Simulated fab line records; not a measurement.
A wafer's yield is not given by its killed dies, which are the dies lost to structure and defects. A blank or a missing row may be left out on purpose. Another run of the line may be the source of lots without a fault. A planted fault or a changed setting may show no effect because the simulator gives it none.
fab line records	flow n5-finfet
[record] lots = 10	wafers = 30	last-day = 20
route steps=1938 shown HKMG_FIN@431 BEOL_M4@1111 PASSIVATION@1936
lots that met no fault: taken from a fault-free run of the same line
start-h: start of the lot's first displayed wafer, in hours after the record's first day	wait-h: hours from the lot's prior step to this one	" unchanged from the row above	L1.1+2: several wafers, shown together as one row	- no value, or no start given	* or withheld: withheld	< > ~ a bound
route shown NAME@n: a module of which the file shows steps, and the number in the route of the first	usual: mean/standard deviation of fault-free wafers	same: alike in all rows	chamber/n: place in a boat	sites: the reading at each site	_std_site: standard deviation of those values	_edge_site: inner sites' mean taken away from outer sites' mean	radius-mm: for every site, how far away it sits from the centre of the wafer	mask NAME#n: copy n	behind: tool/chamber where the wafer was last shaped	hold: the reason the lot was held/the length of the hold in hours/how it ended	device: which transistor (n, p or np) failed to switch	end of line: the tests these same wafers got at the end of their route	a step without rows: its recipe alone	killed: dies that structure and defects cost at the first sort, which is not the same as the wafer's yield	map: per-die view of a wafer (x killed, . not killed, _ where there is no die)
set.NAME: setting as actually run; set.NAME@STEP: the setting as run at that earlier step	model.NAME: the simulator's own value behind a step, which no gauge read
the route's steps for a sample of lots (tables are steps, rows are wafers)
services: the hour from which a tool's chamber was out of use, counted from the record's first day as start-h (under 0 if before that day), plus the number of hours and why
[[steps]]
[step N5_HKMG_FIN_OVL_MEAS_13]
[recipe] points-per-wafer = 44
[usual] NWFM_OVL = 0.2/0.76
lot.wafer	tool	chamber	start-h	wait-h	NWFM_OVL[nm]
L327.1	overlay-02	0	87.01	0.0	0.1
L327.4	"	0	"	"	-0.3
L327.6	"	0	"	"	0.3
L328.3	overlay-02	0	95.97	0.0	-0.2
L328.5	"	0	"	"	-0.1
L328.6	"	0	"	"	0.6
L330.2	overlay-02	0	110.04	0.0	-0.2
L330.3	"	0	"	"	-0.4
L330.4	"	0	"	"	0.5
L333.2	overlay-01	0	128.15	0.0	0.2
L333.5	"	0	"	"	0.5
L333.6	"	0	"	"	0.2
L334.2	overlay-01	0	130.39	0.0	-0.3
L334.3	"	0	"	"	-0.2
L334.4	"	0	"	"	0.6
L335.2	overlay-01	0	135.39	0.0	1.2
L335.4	"	0	"	"	-0.5
L335.5	"	0	"	"	1.2
L341.2	overlay-01	0	168.99	0.0	1.8
L341.4	"	0	"	"	2.4
L341.5	"	0	"	"	-0.3
L342.1	overlay-01	0	174.76	0.0	0.6
L342.2	"	0	"	"	0.7
L342.4	"	0	"	"	0.5
L343.1	overlay-01	0	185.48	0.0	0.0
L343.4	"	0	"	"	-1.0
L343.6	"	0	"	"	-0.7
L348.1	overlay-01	0	213.44	0.0	0.7
L348.2	"	0	"	"	-0.5
L348.4	"	0	"	"	-0.7
[step N5_HKMG_FIN_INSPECT_14]
[recipe] mode = adi	inspect-instrument = macro
[usual] raw-defect-count = 2.1/1.4
lot.wafer	tool	chamber	start-h	wait-h	raw-defect-count
L327.1	defect-inspect-02	-	87.03	0.0	2
L327.4	"	-	"	"	4
L327.6	"	-	"	"	3
L328.3	defect-inspect-02	-	96.00	0.0	3
L328.5	"	-	"	"	1
L328.6	"	-	"	"	2
L330.2	defect-inspect-01	-	110.06	0.0	3
L330.3	"	-	"	"	2
L330.4	"	-	"	"	0
L333.2	defect-inspect-01	-	128.18	0.0	1
L333.5	"	-	"	"	2
L333.6	"	-	"	"	0
L334.2	defect-inspect-02	-	130.42	0.0	1
L334.3	"	-	"	"	3
L334.4	"	-	"	"	1
L335.2	defect-inspect-01	-	135.41	0.0	2
L335.4	"	-	"	"	2
L335.5	"	-	"	"	3
L341.2	defect-inspect-02	-	169.01	0.0	4
L341.4	"	-	"	"	3
L341.5	"	-	"	"	4
L342.1	defect-inspect-02	-	174.79	0.0	4
L342.2	"	-	"	"	2
L342.4	"	-	"	"	3
L343.1	defect-inspect-02	-	185.51	0.0	3
L343.4	"	-	"	"	1
L343.6	"	-	"	"	3
L348.1	defect-inspect-02	-	213.47	0.0	3
L348.2	"	-	"	"	0
L348.4	"	-	"	"	0
[step N5_HKMG_FIN_ETCH_32]
[recipe] chemistry = N2/H2	target = SOC	target-depth-a = 2400	temp-c = 40	time-s = 300	ion-energy-ev = 200	mask-material = SiARC	pressure-mtorr = 30	source-w = 840	bias-w = 150	n2-flow-sccm = 200	h2-flow-sccm = 200
[usual] chamber-pressure-mTorr = 29.998/0.026	drypump-motor-current-A = 5.6/0.49	h2-flow-sccm = 200.0/0.64	oes-product-au = 0.79/0.087	rf-vpp-V = 523.7/1.8	showerhead-plenum-p-Torr = 2.54/0.067	temp-c = 39.99/0.11	throttle-valve-pct = 17.61/0.21
lot.wafer	tool	chamber	start-h	wait-h	chamber-pressure-mTorr	drypump-motor-current-A	h2-flow-sccm	oes-product-au	rf-hours-counter-h	rf-vpp-V	showerhead-plenum-p-Torr	temp-c	throttle-valve-pct
L327.1	rie-diel-05	0	87.16	0.0	30.019	5.3	199.5	0.80	80	525.3	2.57	40.01	17.56
L327.4	"	1	"	"	29.956	6.4	200.1	0.89	13	522.3	2.50	39.67	17.38
L327.6	"	0	"	"	30.002	5.2	199.2	0.80	-	523.9	2.57	39.94	17.56
L328.3	rie-diel-05	1	96.12	0.0	30.012	6.4	199.9	0.90	14	524.5	2.50	39.93	17.41
L328.5	"	0	"	"	30.023	5.3	200.0	0.79	-	524.3	2.57	39.92	17.56
L328.6	"	3	"	"	29.968	5.3	200.0	0.65	-	523.5	2.50	39.79	18.00
L330.2	rie-diel-01	0	110.20	0.0	30.005	5.5	199.5	0.73	172	523.3	2.54	39.86	17.86
L330.3	"	1	"	"	29.985	5.1	199.8	0.76	142	527.7	2.70	39.91	18.04
L330.4	"	2	"	"	29.972	5.2	199.9	0.71	213	519.2	2.40	40.20	17.53
L333.2	rie-diel-01	1	128.30	0.0	29.997	5.1	200.5	0.75	146	527.8	2.70	40.01	18.05
L333.5	"	3	"	"	29.976	5.6	200.4	0.87	-	521.8	2.50	39.94	17.47
L333.6	"	0	"	"	29.989	5.5	200.6	0.72	-	522.4	2.54	39.83	17.85
L334.2	rie-diel-05	0	130.57	0.0	30.013	5.2	199.8	0.79	87	525.3	2.56	39.89	17.57
L334.3	"	2	"	"	29.965	5.4	200.3	0.79	122	524.8	2.54	40.13	17.40
L334.4	"	1	"	"	30.051	6.4	199.8	0.88	19	521.4	2.50	40.03	17.40
L335.2	rie-diel-05	3	135.54	0.0	30.013	5.2	200.6	0.96	4	523.7	2.49	40.12	17.57
L335.4	"	2	"	"	29.992	5.4	198.6	0.79	123	524.5	2.54	40.11	17.41
L335.5	"	0	"	"	30.026	5.3	200.9	0.79	-	525.2	2.56	40.08	17.56
L341.2	rie-diel-01	1	169.14	0.0	30.001	5.1	200.3	0.75	154	525.2	2.70	40.00	18.04
L341.4	"	2	"	"	29.974	5.3	200.4	0.70	226	519.3	2.40	40.04	17.55
L341.5	"	3	"	"	29.982	5.6	200.5	0.85	-	521.4	2.50	40.16	17.48
L342.1	rie-diel-05	2	174.91	0.0	30.005	5.4	199.4	0.78	134	523.7	2.54	39.92	17.43
L342.2	"	3	"	"	30.023	5.3	199.6	0.94	14	523.1	2.49	40.06	17.59
L342.4	"	1	"	"	30.002	6.4	199.8	0.85	32	522.4	2.49	40.05	17.44
L343.1	rie-diel-04	3	185.63	0.0	29.980	6.5	199.1	0.71	210	525.3	2.61	40.04	17.57
L343.4	"	3	"	"	30.037	6.6	200.3	0.72	-	524.9	2.61	39.87	17.59
L343.6	"	2	"	"	29.967	4.9	200.5	0.72	-	524.0	2.55	39.96	17.49
L348.1	rie-diel-04	1	213.59	0.0	29.997	6.4	200.3	0.87	40	525.3	2.61	40.11	17.95
L348.2	"	2	"	"	29.992	4.9	198.5	0.72	151	524.3	2.55	40.11	17.48
L348.4	"	2	"	"	29.974	4.9	199.5	0.72	-	523.0	2.55	39.95	17.50
[step N5_HKMG_FIN_STRIP_88]
[recipe] chemistry = N2/H2	power-w = 2500	temp-c = 300	h2-frac = 0.65	time-s = 360	pressure-mtorr = withheld	n2-flow-sccm = 1750	h2-flow-sccm = 3250
[usual] drypump-motor-current-A = 5.55/0.21	h2-flow-sccm = 3250/10	heater-power-w = 447/55	temp-c = 300.01/0.22
lot.wafer	tool	chamber	start-h	wait-h	drypump-motor-current-A	h2-flow-sccm	heater-power-w	rf-hours-counter-h	temp-c
L327.1	plasma-asher-02	0	88.64	0.0	5.62	3258	442	39	299.97
L327.4	"	0	"	"	5.62	3250	425	-	299.95
L327.6	"	1	"	"	5.86	3248	432	-	299.97
L328.3	plasma-asher-02	1	97.72	0.1	5.84	3256	414	-	300.05
L328.5	"	1	"	"	5.85	3249	425	-	300.20
L328.6	"	0	"	"	5.67	3252	429	-	300.25
L330.2	plasma-asher-02	1	111.68	0.0	5.84	3242	432	43	299.93
L330.3	"	1	"	"	5.85	3246	427	-	299.86
L330.4	"	0	"	"	5.67	3246	431	-	300.15
L333.2	plasma-asher-01	1	129.78	0.0	-	-	-	-	-
L333.5	"	1	"	"	-	-	-	-	-
L333.6	"	0	"	"	-	-	-	-	-
L334.2	plasma-asher-02	1	132.20	0.0	-	-	-	-	-
L334.3	"	1	"	"	-	-	-	-	-
L334.4	"	0	"	"	-	-	-	-	-
L335.2	plasma-asher-01	1	137.01	0.0	5.55	3264	530	107	299.93
L335.4	"	1	"	"	5.54	3250	527	-	300.09
L335.5	"	0	"	"	5.28	3262	377	-	299.95
L341.2	plasma-asher-01	1	170.62	0.0	5.51	3267	537	114	300.12
L341.4	"	0	"	"	5.26	3239	385	-	299.85
L341.5	"	1	"	"	5.51	3254	540	-	299.87
L342.1	plasma-asher-02	0	176.46	0.0	5.65	3238	437	53	299.76
L342.2	"	1	"	"	5.83	3257	440	53	300.12
L342.4	"	0	"	"	5.68	3237	444	-	299.64
L343.1	plasma-asher-02	1	187.55	0.0	5.84	3248	419	55	299.95
L343.4	"	1	"	"	5.85	3241	424	-	299.81
L343.6	"	0	"	"	5.68	3250	433	-	300.09
L348.1	plasma-asher-01	1	215.08	0.0	5.51	3233	527	122	300.31
L348.2	"	0	"	"	5.28	3253	381	122	300.00
L348.4	"	0	"	"	5.30	3245	390	-	299.82
[step N5_BEOL_M4_RC_MEAS_101]
[usual] DIBL_N = 37.1/2.6	DIBL_P = 38/3	IOFF_N = 0.18/0.052	IOFF_P = 0.25/0.06	ION_N = 678/15	ION_P = 467/8.6	SS_N = 71.7/0.73	SS_P = 73.7/0.89	VT_N = 249/4.3	VT_P = -248/3.8
lot.wafer	tool	chamber	start-h	wait-h	DIBL_N[mV/V]	DIBL_P[mV/V]	IOFF_N[nA/um]	IOFF_P[nA/um]	ION_N[uA/um]	ION_P[uA/um]	SS_N[mV/dec]	SS_P[mV/dec]	VT_N[mV]	VT_P[mV]
L327.1	prober-02	0	245.30	0.0	36.0	34	0.14	0.20	676	465	71.2	72.9	248	-250
L327.4	"	0	"	"	36.3	36	0.17	0.24	692	472	71.6	73.4	244	-246
L327.6	"	0	"	"	36.3	35	0.15	0.24	691	474	71.2	72.7	249	-248
L328.3	prober-01	0	257.73	0.7	37.3	39	0.21	0.29	708	478	71.3	74.5	242	-242
L328.5	"	0	"	"	36.6	36	0.16	0.23	683	467	72.1	73.8	248	-246
L328.6	"	0	"	"	36.6	38	0.18	0.29	682	476	70.9	74.0	243	-243
L330.2	prober-02	0	273.11	0.2	34.7	34	0.13	0.22	659	464	71.6	73.4	251	-247
L330.3	"	0	"	"	33.9	33	0.12	0.19	661	461	71.3	72.3	253	-251
L330.4	"	0	"	"	34.8	35	0.13	0.23	674	475	71.1	72.6	255	-246
L335.2	prober-02	0	312.80	0.2	35.7	36	0.15	0.21	657	456	70.7	73.2	250	-249
L335.4	"	0	"	"	35.8	39	0.15	0.27	663	469	71.8	73.0	251	-248
L335.5	"	0	"	"	34.1	35	0.13	0.20	658	461	71.4	72.5	253	-252
L342.1	prober-02	0	326.89	0.0	36.8	38	0.15	0.25	675	469	71.2	73.1	253	-245
L342.2	"	0	"	"	37.6	39	0.18	0.29	680	478	71.5	73.6	247	-245
L342.4	"	0	"	"	42.1	43	0.30	0.40	712	482	72.6	75.5	241	-240
L341.2	prober-01	0	342.59	0.2	38.9	39	0.21	0.29	685	470	72.4	73.9	247	-243
L341.4	"	0	"	"	38.1	40	0.19	0.34	683	478	72.1	73.0	246	-242
L341.5	"	0	"	"	40.2	41	0.25	0.35	692	478	72.4	74.0	243	-241
L343.1	prober-01	0	351.78	0.7	32.3	34	0.11	0.17	661	452	70.5	71.0	253	-252
L343.4	"	0	"	"	36.0	38	0.17	0.25	662	461	72.2	74.0	247	-248
L343.6	"	0	"	"	32.8	34	0.12	0.18	671	469	70.6	71.9	254	-252
L348.1	prober-02	0	375.35	0.0	39.7	42	0.26	0.32	694	474	72.8	75.2	241	-245
L348.2	"	0	"	"	40.2	42	0.25	0.33	682	475	72.6	74.5	246	-245
L348.4	"	0	"	"	38.0	39	0.22	0.26	681	466	72.4	74.2	245	-246
[step N5_PASSIVATION_PROBE_49]
[usual] defect-limited-yield = 91.4/1.4	killed_at_M0_to_M3 = 34/9.1	killed_at_M4_up = 14/5.2	killed-at-contacts = 12/6.4	killed-at-front-end = 38/11	killed-at-other = 3.7/2.8	killed-dies = 102/17	killed-on-rim = 14/3.9	killed-open = 68/13	killed-short = 32/7.8	sort_bin_4_leakage = 0.05/0.3	sort_bin_5_function = 5.1/1	sort_bin_6_memory = 3.2/0.66	sort-n-pass = 1076/19	sort-yield-pct = 91.2/1.6
[same] gross-dies = 1180	killed-at-back-side = 0	sort_bin_8_speed[%] = 0
lot.wafer	tool	chamber	start-h	wait-h	defect-limited-yield[%]	killed_at_M0_to_M3	killed_at_M4_up	killed-at-contacts	killed-at-front-end	killed-at-other	killed-dies	killed-on-rim	killed-open	killed-short	sort_bin_4_leakage[%]	sort_bin_5_function[%]	sort_bin_6_memory[%]	sort-n-pass	sort-yield-pct[%]
L333.2	prober-02	-	392.30	0.1	1.4	33	24	40	1063	4	1164	144	102	42	0	94.7	3.6	16	1.4
L333.5	prober-02	-	392.45	0.2	1.8	42	11	9	1093	4	1159	139	67	28	0	94.7	3.1	21	1.8
L333.6	prober-02	-	392.50	0.3	1.9	19	22	20	1095	2	1158	141	70	30	0	95.3	2.6	22	1.9
L334.2	prober-02	-	394.27	0.1	0.5	29	15	12	1113	5	1174	152	59	35	0	95.7	3.5	6	0.5
L334.3	prober-02	-	394.32	0.1	0.3	23	18	16	1118	2	1177	150	63	27	0	96.1	3.2	3	0.3
L334.4	prober-02	-	394.37	0.2	0.4	42	18	9	1103	3	1175	149	83	34	0	95.8	3.8	5	0.4
L335.2	prober-02	-	419.54	0.1	91.4	37	8	17	33	6	101	17	65	33	0	4.7	3.4	1079	91.4
L335.4	prober-02	-	419.64	0.2	90.6	33	15	12	46	5	111	14	76	32	0	5.5	3.9	1069	90.6
L335.5	prober-02	-	419.69	0.2	92.6	24	11	6	40	6	87	10	63	24	0	4.1	3.1	1093	92.6
L341.4	prober-01	-	449.27	0.2	92.1	37	18	5	32	1	93	13	65	28	0	4.7	2.9	1087	92.1
L341.5	prober-01	-	449.32	0.2	91.1	47	14	23	21	0	105	15	65	39	0	5.6	3.1	1075	91.1
// killed by level:class
L333.2 HKMG_FIN:area-ald=1020 MOL_CONTACT_COAG:geometric-particle:open=34 FIN_SAQP:geometric-particle:open=15 BEOL_M4:geometric-particle:open=14 BEOL_M0_SAQP:geometric-particle:open=8 GATE_CUT:geometric-particle:short=7 BEOL_M3:geometric-particle:open=7 FIN_SAQP:geometric-particle:short=6
L333.5 HKMG_FIN:area-ald=1061 BEOL_M2:geometric-particle:open=13 BEOL_M3:geometric-particle:open=11 MOL_CONTACT_COAG:geometric-particle:open=8 DUMMY_GATE:geometric-particle:open=7 BEOL_M0_SAQP:geometric-particle:short=6 BEOL_M4:geometric-particle:open=5 GATE_CUT:geometric-particle:short=4
L333.6 HKMG_FIN:area-ald=1057 FIN_SAQP:geometric-particle:open=17 MOL_CONTACT_COAG:geometric-particle:open=14 BEOL_M4:geometric-particle:open=10 MOL_CONTACT_COAG:geometric-particle:short=6 BEOL_M3:geometric-particle:open=6 GATE_CUT:geometric-particle:short=4 FIN_SAQP:geometric-particle:short=3
L334.2 HKMG_FIN:area-ald=1078 FIN_SAQP:geometric-particle:open=10 MOL_CONTACT_COAG:geometric-particle:open=7 BEOL_M0_SAQP:geometric-particle:short=7 BEOL_M1:geometric-particle:open=7 FIN_SAQP:geometric-particle:short=5 MOL_CONTACT_COAG:geometric-particle:short=5 BEOL_M0_SAQP:geometric-particle:open=5
L334.3 HKMG_FIN:area-ald=1087 MOL_CONTACT_COAG:geometric-particle:open=15 FIN_SAQP:geometric-particle:short=14 FIN_SAQP:geometric-particle:open=6 BEOL_M0_SAQP:geometric-particle:open=6 BEOL_M4:geometric-particle:open=6 BEOL_M1:geometric-particle:open=5 BEOL_M0_SAQP:geometric-particle:short=4
L334.4 HKMG_FIN:area-ald=1058 FIN_SAQP:geometric-particle:open=15 BEOL_M4:geometric-particle:open=11 BEOL_M3:geometric-particle:open=9 FIN_SAQP:geometric-particle:short=8 BEOL_M0_SAQP:geometric-particle:short=7 BEOL_M1:geometric-particle:open=7 BEOL_M2:geometric-particle:open=7
L335.2 BEOL_M2:geometric-particle:open=15 MOL_CONTACT_COAG:geometric-particle:open=12 FIN_SAQP:geometric-particle:open=7 BEOL_M0_SAQP:geometric-particle:open=7 STI_FIN_REVEAL:geometric-particle:open=5 BEOL_M0_SAQP:geometric-particle:short=5 BEOL_M3:geometric-particle:open=5 FIN_SAQP:geometric-particle:short=4
L335.4 FIN_SAQP:geometric-particle:open=20 BEOL_M2:geometric-particle:open=12 MOL_CONTACT_COAG:geometric-particle:open=8 BEOL_M4:geometric-particle:open=7 STI_FIN_REVEAL:geometric-particle:open=6 BEOL_M3:geometric-particle:open=6 BEOL_M0_SAQP:geometric-particle:short=5 FIN_SAQP:geometric-particle:short=4
L335.5 STI_FIN_REVEAL:geometric-particle:open=12 BEOL_M2:geometric-particle:open=7 FIN_SAQP:geometric-particle:short=6 GATE_CUT:geometric-particle:short=5 MOL_CONTACT_COAG:geometric-particle:open=5 FIN_SAQP:geometric-particle:open=4 BEOL_M0_SAQP:geometric-particle:open=4 BEOL_M1:geometric-particle:open=4
L341.4 BEOL_M0_SAQP:geometric-particle:open=13 BEOL_M0_SAQP:geometric-particle:short=9 BEOL_M2:geometric-particle:open=8 FIN_SAQP:geometric-particle:open=7 BEOL_M5:geometric-particle:open=7 GATE_CUT:geometric-particle:short=6 DUMMY_GATE:geometric-particle:open=5 MOL_CONTACT_COAG:geometric-particle:open=4
L341.5 MOL_CONTACT_COAG:geometric-particle:open=17 BEOL_M0_SAQP:geometric-particle:short=12 BEOL_M0_SAQP:geometric-particle:open=8 MOL_CONTACT_COAG:geometric-particle:short=6 BEOL_M1:geometric-particle:open=6 BEOL_M2:geometric-particle:short=6 BEOL_M2:geometric-particle:open=5 GATE_CUT:geometric-particle:short=4
[[services]]
tool	chamber	start-h	hours	kind
rie-diel-05	3	105.73	-	clean
rie-diel-05	3	105.73	-	consumable-replace:focus-ring
rie-diel-05	3	105.73	15.2	scheduled-down
rie-diel-05	3	105.73	15.2	vent-cycle
plasma-asher-01	-	106.04	2.8	pm
rie-diel-01	1	110.94	3.2	repair
plasma-asher-02	-	115.22	13.2	repair
rie-diel-01	-	123.84	1.0	repair
rie-diel-04	0	130.04	8.7	repair
rie-diel-01	-	147.93	0.5	repair
rie-diel-05	-	177.06	2.8	pm
rie-diel-05	-	188.93	0.2	repair
rie-diel-04	3	206.48	9.8	repair
rie-diel-01	0	208.40	5.3	repair
rie-diel-05	-	208.65	0.6	repair
[[key]]
[first-sign] step = N5_HKMG_FIN_STRIP_88	reading = tool-record	direction = missing
[effect] step = N5_PASSIVATION_PROBE_49	reading = killed-at-front-end	direction = up	sigmas = 92	usual = 38	struck = 1098
[more-kills-born-at] N5_HKMG_FIN_NWFM_ALD_20@ald-metal-03 = 3223	N5_HKMG_FIN_NWFM_ALD_20@ald-metal-04 = 3138
met-at N5_HKMG_FIN_STRIP_88
struck-lots L333,L334
later-rows-left-out L333.2,L333.5,L333.6,L334.2,L334.3,L334.4
not-acting-at N5_HKMG_FIN_OVL_MEAS_13,N5_HKMG_FIN_INSPECT_14,N5_HKMG_FIN_ETCH_32
onset-between 111.68 129.78
[fault] kind = skipped-step-whole	tool = plasma-asher-01,plasma-asher-02	chamber = -	onset-h = 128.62	steps = N5_HKMG_FIN_STRIP_88	scope = struck-lots-only
// later-rows-left-out: the simulator's readings of these wafers behind a module that went badly wrong aren't trusted and aren't shown, but for the sort
